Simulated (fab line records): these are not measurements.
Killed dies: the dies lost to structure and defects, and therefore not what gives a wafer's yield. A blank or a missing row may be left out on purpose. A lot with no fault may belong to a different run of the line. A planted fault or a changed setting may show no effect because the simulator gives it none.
Which of the tools did it? -- flow n5-finfet -- 24 lots, 72 wafers sampled, at 5 steps of a route of 1938

== WHAT THE GAUGES SHOWED, per wafer ==
N5_SDB_OVL_MEAS_12. Usual: for SDB_OVL the level is -0.6 nm and the standard deviation is 0.67.
lot,measured,on,SDB_OVL (nm),flag
L074,day 3 20:04,overlay-01,-1.5 -0.2 0.3,
L075,day 4 01:10,overlay-01,-0.6 -1.6 -0.6,
L076,day 8 14:57,overlay-01,-1.4 -1.0 -1.1,
L077,day 4 12:00,overlay-02,-1.5 -2.0 -1.3,
L078,day 4 17:20,overlay-02,0.1 0.3 0.5,
L079,day 4 22:31,overlay-02,-0.7 -2.2 -2.0,
L080,day 5 05:14,overlay-01,-0.7 -1.3 -0.2,
L081,day 5 12:46,overlay-01,-1.2 -0.5 -0.9,
L082,day 5 21:14,overlay-01,-0.7 0.1 -0.3,
L083,day 6 01:38,overlay-01,0.1 -0.6 0.0,
L084,day 6 07:31,overlay-01,0.3 0.1 -0.2,
L085,day 6 11:56,overlay-02,-0.5 0.0 -0.7,
L086,day 6 16:46,overlay-01,-1.2 -0.3 -0.2,
L087,day 6 22:25,overlay-02,0.1 0.8 -1.0,
L088,day 7 03:50,overlay-01,-1.0 -0.2 -0.8,
L089,day 7 10:05,overlay-01,0.3 -0.3 0.0,
L090,day 7 18:37,overlay-02,-1.5 -0.2 0.4,
L091,day 7 22:34,overlay-01,-0.8 0.2 -0.2,
L092,day 8 04:58,overlay-01,0.2 -0.5 -0.5,
L093,day 8 14:44,overlay-02,0.4 -0.4 0.1,
L094,day 9 00:35,overlay-02,-0.2 0.1 -0.6,
L095,day 9 08:11,overlay-02,-0.3 -1.0 -1.1,
L097,day 9 12:16,overlay-02,-0.3 -0.4 1.3,
L096,day 9 13:13,overlay-02,-0.6 -1.1 -2.1,

N5_SDB_INSPECT_13: inspects for defects (brightfield). Usual: raw-defect-count reads 81 (standard deviation 37).
lot,measured,on,raw-defect-count,flag
L074,day 3 20:06,defect-inspect-02,28 45 32,
L075,day 4 01:11,defect-inspect-02,86 104 61,
L076,day 8 14:58,defect-inspect-02,47 63 63,
L077,day 4 12:02,defect-inspect-02,66 109 73,
L078,day 4 17:21,defect-inspect-01,138 166 193,
L079,day 4 22:32,defect-inspect-02,65 79 61,
L080,day 5 05:16,defect-inspect-01,140 131 79,
L081,day 5 12:47,defect-inspect-01,139 82 68,
L082,day 5 21:16,defect-inspect-01,71 74 49,
L083,day 6 01:40,defect-inspect-01,70 110 69,
L084,day 6 07:32,defect-inspect-02,45 31 52,
L085,day 6 11:58,defect-inspect-02,84 58 75,
L086,day 6 16:48,defect-inspect-01,45 61 37,
L087,day 6 22:27,defect-inspect-01,42 32 155,
L088,day 7 03:52,defect-inspect-02,54 47 57,
L089,day 7 10:06,defect-inspect-02,51 50 122,
L090,day 7 18:38,defect-inspect-01,61 58 79,
L091,day 7 22:35,defect-inspect-02,56 59 61,
L092,day 8 05:00,defect-inspect-02,73 93 162,
L093,day 8 14:46,defect-inspect-01,49 111 73,
L094,day 9 00:37,defect-inspect-02,57 104 54,
L095,day 9 08:12,defect-inspect-01,93 125 64,
L097,day 9 12:17,defect-inspect-01,111 100 226,
L096,day 9 13:14,defect-inspect-01,40 70 59,

== WHAT TOOL EACH LOT RAN ON (gives the tool, then ch and the chambers of the sampled wafers, and finally the start) ==
lot,N5_DUMMY_GATE_TRIM_49,N5_DUMMY_GATE_ETCH_31,N5_ILD0_CMP_12
L074,"rie-si-04 ch 0,2, day 3 00:09","rie-diel-05 ch 2,3, day 3 00:26","cmp-01 ch 0,2,3, day 3 19:14"
L075,"rie-si-06 ch 0,2,3, day 3 06:25","rie-diel-02 ch 0,1,2, day 3 06:37","cmp-02 ch 0,1,2, day 4 00:29"
L076,"rie-si-06 ch 0,1, day 3 11:36","rie-diel-02 ch 0,2, day 3 12:07","cmp-02 ch 0,2,3, day 8 14:18"
L077,"rie-si-01 ch 0,1,3, day 3 16:47","rie-diel-05 ch 0,1,2, day 3 17:14","cmp-02 ch 0,1,3, day 4 11:20"
L078,"rie-si-06 ch 0,1,3, day 3 23:12","rie-diel-05 ch 0,1,2, day 3 23:23","cmp-01 ch 0,1,2, day 4 16:29"
L079,"rie-si-06 ch 0,2,3, day 4 03:46","rie-diel-04 ch 0,3, day 4 03:57","cmp-03 ch 0,2,3, day 4 21:41"
L080,"rie-si-06 ch 1,2,3, day 4 10:48","rie-diel-02 ch 0,1,3, day 4 11:07","cmp-02 ch 1,2,3, day 5 04:24"
L081,"rie-si-04 ch 0,2,3, day 4 18:32","rie-diel-04 ch 0,1,3, day 4 18:56","cmp-03 ch 1,2,3, day 5 12:00"
L082,"rie-si-06 ch 1,2,3, day 5 02:35","rie-diel-04 ch 0,1,3, day 5 03:02","cmp-03 ch 0,2,3, day 5 20:34"
L083,"rie-si-04 ch 0,1, day 5 06:35","rie-diel-02 ch 0,1, day 5 06:47","cmp-02 ch 0,1,2, day 6 01:02"
L084,"rie-si-04 ch 0,1, day 5 12:56","rie-diel-02 ch 1,2,3, day 5 13:16","cmp-02 ch 1,2,3, day 6 06:53"
L085,"rie-si-01 ch 0,2,3, day 5 17:52","rie-diel-05 ch 0,2, day 5 18:04","cmp-03 ch 0,2,3, day 6 11:06"
L086,"rie-si-04 ch 0,1,2, day 5 22:07","rie-diel-02 ch 0,1,2, day 5 22:19","cmp-03 ch 0,1,2, day 6 16:03"
L087,"rie-si-04 ch 0,2, day 6 03:15","rie-diel-02 ch 0,2, day 6 03:26","cmp-01 ch 1,2, day 6 21:32"
L088,"rie-si-01 ch 0,1, day 6 08:38","rie-diel-05 ch 0,1,3, day 6 08:50","cmp-02 ch 1,2,3, day 7 03:02"
L089,"rie-si-06 ch 0,2,3, day 6 15:53","rie-diel-02 ch 0,1, day 6 16:06","cmp-01 ch 0,3, day 7 09:15"
L090,"rie-si-01 ch 1,2,3, day 6 23:29","rie-diel-04 ch 0,1, day 6 23:41","cmp-02 ch 0,1, day 7 17:47"
L091,"rie-si-06 ch 0,1,2, day 7 03:01","rie-diel-02 ch 1,2,3, day 7 03:16","cmp-03 ch 0,1,3, day 7 21:44"
L092,"rie-si-06 ch 0,3, day 7 10:55","rie-diel-02 ch 0,2, day 7 11:17","cmp-03 ch 0,2,3, day 8 04:18"
L093,"rie-si-06 ch 0,1,3, day 7 18:59","rie-diel-02 ch 0,3, day 7 19:10","cmp-03 ch 1,3, day 8 14:04"
L094,"rie-si-06 ch 2,3, day 8 05:00","rie-diel-02 ch 2,3, day 8 05:11","cmp-03 ch 0,3, day 8 23:55"
L095,"rie-si-06 ch 0,1, day 8 11:50","rie-diel-05 ch 0,2,3, day 8 12:02","cmp-02 ch 1,3, day 9 07:28"
L097,"rie-si-01 ch 0,1, day 8 16:32","rie-diel-05 ch 1,2, day 8 16:44","cmp-02 ch 1,2,3, day 9 11:34"
L096,"rie-si-06 ch 0,2,3, day 8 17:23","rie-diel-05 ch 1,3, day 8 17:35","cmp-01 ch 0,1,2, day 9 12:23"
- N5_DUMMY_GATE_TRIM_49: chemistry O2, time 29 s, target cd 14 nm.
- N5_DUMMY_GATE_ETCH_31: etches SiO2 in C4F6/O2, target depth 82.5 nm, time 27.5 s.
- N5_ILD0_CMP_12: polishes SiNx, stops on poly-Si, t overpolish 6 s, target thk 17.67 nm.

== AS READ BY THE TOOLS THEMSELVES (means over the sampled wafers that have a number; for cases with no such wafer, the mark the record gives instead) ==
N5_DUMMY_GATE_TRIM_49. Usual: drypump-motor-current-A 6.0 A, standard deviation 0.33; oes-product-au 1.005 a.u., standard deviation 0.019; throttle-valve-pct 8.11 %, standard deviation 0.18.
lot,tool,drypump-motor-current-A (A),oes-product-au (a.u.),throttle-valve-pct (%),flag
L074,rie-si-04,5.9,1.002,8.16,
L075,rie-si-06,5.9,0.993,8.10,
L076,rie-si-06,6.3,1.012,7.92,
L077,rie-si-01,6.0,1.005,8.13,
L078,rie-si-06,6.1,0.994,8.12,
L079,rie-si-06,5.9,1.001,8.09,
L080,rie-si-06,5.8,0.990,8.14,
L081,rie-si-04,6.1,1.015,8.15,
L082,rie-si-06,5.8,1.002,8.15,
L083,rie-si-04,6.2,1.009,8.11,
L084,rie-si-04,6.1,1.009,8.09,
L085,rie-si-01,6.0,1.014,8.07,
L086,rie-si-04,5.9,1.016,8.15,
L087,rie-si-04,6.0,1.008,8.14,
L088,rie-si-01,6.2,1.027,8.22,
L089,rie-si-06,5.9,1.004,8.10,
L090,rie-si-01,6.0,1.019,8.16,
L091,rie-si-06,6.0,1.014,7.96,
L092,rie-si-06,6.0,0.983,8.26,
L093,rie-si-06,6.0,0.992,8.12,
L094,rie-si-06,5.8,0.979,8.28,
L095,rie-si-06,6.1,1.010,7.97,
L097,rie-si-01,6.2,1.029,8.15,
L096,rie-si-06,5.9,1.005,8.09,

N5_DUMMY_GATE_ETCH_31. Usual: for bias-w, 184.9 W with a standard deviation of 0.6; for drypump-motor-current-A, 5.6 A with a standard deviation of 0.35; for oes_ar_750_au, 0.79 a.u. with a standard deviation of 0.079; for oes-product-au, 0.79 a.u. with a standard deviation of 0.081; for rf-vpp-V, 671 V with a standard deviation of 16; for showerhead-plenum-p-Torr, 2.89 Torr with a standard deviation of 0.092; for throttle-valve-pct, 21.33 % with a standard deviation of 0.19.
lot,tool,bias-w (W),drypump-motor-current-A (A),oes_ar_750_au (a.u.),oes-product-au (a.u.),rf-vpp-V (V),showerhead-plenum-p-Torr (Torr),throttle-valve-pct (%),flag
L074,rie-diel-05,185.8,5.4,0.79,0.79,658,2.76,21.22,
L075,rie-diel-02,184.6,5.8,0.86,0.87,675,2.94,21.33,
L076,rie-diel-02,185.2,5.7,0.78,0.81,684,2.96,21.21,
L077,rie-diel-05,185.1,5.6,0.78,0.77,664,2.85,21.37,
L078,rie-diel-05,184.8,5.6,0.78,0.77,663,2.85,21.36,
L079,rie-diel-04,184.9,5.4,0.72,0.72,681,2.86,21.23,
L080,rie-diel-02,185.0,5.7,0.82,0.82,658,2.85,21.46,
L081,rie-diel-04,184.9,5.3,0.74,0.74,682,2.92,21.17,
L082,rie-diel-04,184.5,5.3,0.74,0.74,682,2.92,21.17,
L083,rie-diel-02,184.9,5.7,0.84,0.84,662,2.90,21.41,
L084,rie-diel-02,184.9,5.8,0.79,0.80,670,2.87,21.41,
L085,rie-diel-05,184.8,5.4,0.75,0.73,652,2.79,21.40,
L086,rie-diel-02,185.2,5.8,0.82,0.82,676,2.93,21.36,
L087,rie-diel-02,184.9,5.7,0.77,0.78,684,2.95,21.25,
L088,rie-diel-05,184.0,5.5,0.76,0.76,673,2.86,21.42,
L089,rie-diel-02,184.4,5.8,0.83,0.83,663,2.90,21.42,
L090,rie-diel-04,185.4,5.3,0.74,0.74,685,2.96,21.06,
L091,rie-diel-02,185.2,5.8,0.87,0.87,673,2.98,21.31,
L092,rie-diel-02,185.9,5.7,0.76,0.77,685,2.94,21.25,
L093,rie-diel-02,185.0,5.7,0.89,0.90,658,3.00,21.25,
L094,rie-diel-02,184.8,5.7,0.87,0.87,670,3.02,21.20,
L095,rie-diel-05,185.0,5.4,0.73,0.72,662,2.80,21.44,
L097,rie-diel-05,185.2,6.0,0.80,0.79,659,2.82,21.22,
L096,rie-diel-05,185.1,5.7,0.77,0.77,670,2.80,21.28,

N5_ILD0_CMP_12. Usual: motor-current-A 9.2 A, standard deviation 1.3; overpolish-run-s 5.998 s, standard deviation 0.0089; time-to-endpoint-s 29 s, standard deviation 3.4.
lot,tool,motor-current-A (A),overpolish-run-s (s),time-to-endpoint-s (s),flag
L074,cmp-01,9.1,6.005,30,
L075,cmp-02,9.8,5.996,28,
L076,cmp-02,9.4,6.005,28,
L077,cmp-02,9.9,5.998,30,
L078,cmp-01,8.6,6.007,31,
L079,cmp-03,8.8,6.003,31,
L080,cmp-02,10.6,5.989,31,
L081,cmp-03,8.1,5.999,32,
L082,cmp-03,8.4,5.997,34,
L083,cmp-02,10.0,5.999,28,
L084,cmp-02,11.0,6.001,29,
L085,cmp-03,8.5,5.998,28,
L086,cmp-03,8.6,5.984,32,
L087,cmp-01,9.2,6.006,26,
L088,cmp-02,11.2,5.988,27,
L089,cmp-01,8.8,6.002,30,
L090,cmp-02,10.5,5.993,27,
L091,cmp-03,8.4,5.991,27,
L092,cmp-03,8.8,5.999,28,
L093,cmp-03,7.9,5.997,29,
L094,cmp-03,9.2,5.995,23,
L095,cmp-02,10.7,5.998,30,
L097,cmp-02,10.6,6.000,31,
L096,cmp-01,8.9,5.998,30,

== THE ANSWER, worked out from the rows above alone ==
Rule: a lot is off if the mean of its wafers that have a number lies more than 3 standard deviations from the usual mean. A lot without any number at a reading at which 4 lots or more have one is off too. All remaining lots with rows at the step are treated as sound. First the gauges in route order, then the tools' own readings, where a lot's mean is used as printed above. At the first step where some lot is off, the reading lying furthest off is the one used; lots without a number count as furthest.
Across all readings shown, no lot is off: no conclusion can be drawn from this.

== WHAT HAD BEEN PUT IN BY THE SIMULATOR ==
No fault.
